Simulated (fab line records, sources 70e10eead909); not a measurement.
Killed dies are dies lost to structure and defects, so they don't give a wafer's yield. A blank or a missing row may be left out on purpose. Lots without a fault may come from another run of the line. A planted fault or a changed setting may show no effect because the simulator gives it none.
Chamber matching | flow nand_harc | NHARC_P_M0_PRE_CLEAN_31 on pecvd-01: 3 sister chambers
The step time 12 s. 22 wafers are shown with their chamber, then 11 later ones without.

WAFERS WITH THEIR CHAMBER
wafer  | chamber | heater_power_w (W)
L077.1 | 0       | 582
L077.4 | 1       | 550
L077.6 | 2       | 800
L076.1 | 0       | 625
L076.2 | 1       | 580
L076.6 | 1       | 602
L082.1 | 1       | 559
L082.2 | 2       | 802
L082.5 | 0       | 614
L083.2 | 1       | 571
L083.3 | 0       | 645
L083.5 | 2       | 758
L086.1 | 2       | 755
L086.3 | 1       | 570
L086.5 | 0       | 606
L087.1 | 1       | 651
L087.2 | 2       | 724
L087.6 | 0       | 603
L088.1 | 2       | 733
L088.2 | 1       | 622
L088.4 | 1       | 640
L089.2 | 0       | 571

SIGNATURES (means of the wafers above)
reading        | chamber 0 | chamber 1 | chamber 2 | scatter within a chamber
heater_power_w | 606.57    | 593.89    | 762.00    | 32.3
Rule: a wafer's distance from a chamber is the root of the sum, over the readings, of the square of ((its reading less the chamber's mean) divided by the reading's scatter). The wafer belongs to the nearest chamber; if the next one is less than 2 further off, it can't be placed. The scatter: the root of (the sum of the squares of (reading less its chamber's mean) over the shown wafers, divided by (wafers less chambers)).

WAFERS WITHOUT THEIR CHAMBER
wafer  | heater_power_w (W)
L089.4 | 587
L089.5 | 601
L094.1 | 722
L094.3 | 637
L094.6 | 645
L095.2 | 569
L095.4 | 749
L095.5 | 661
L096.1 | 624
L096.4 | 690
L096.5 | 598

WHICH CHAMBER EACH WENT THROUGH
wafer  | from the rows above          | in truth
L089.4 | can't be placed: 1 or 0      | 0
L089.5 | can't be placed: 0 or 1      | 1
L094.1 | 2                            | 2
L094.3 | can't be placed: 0 or 1      | 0
L094.6 | can't be placed: 0 or 1      | 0
L095.2 | can't be placed: 1 or 0      | 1
L095.4 | 2                            | 2
L095.5 | can't be placed: 0 or 1 or 2 | 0
L096.1 | can't be placed: 0 or 1      | 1
L096.4 | can't be placed: 2 or 0 or 1 | 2
L096.5 | can't be placed: 1 or 0      | 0
Placed correctly: 2 of 11. Can't be placed from these rows: 9 (the true chamber is among the candidates in 9). Placed wrongly: 0.
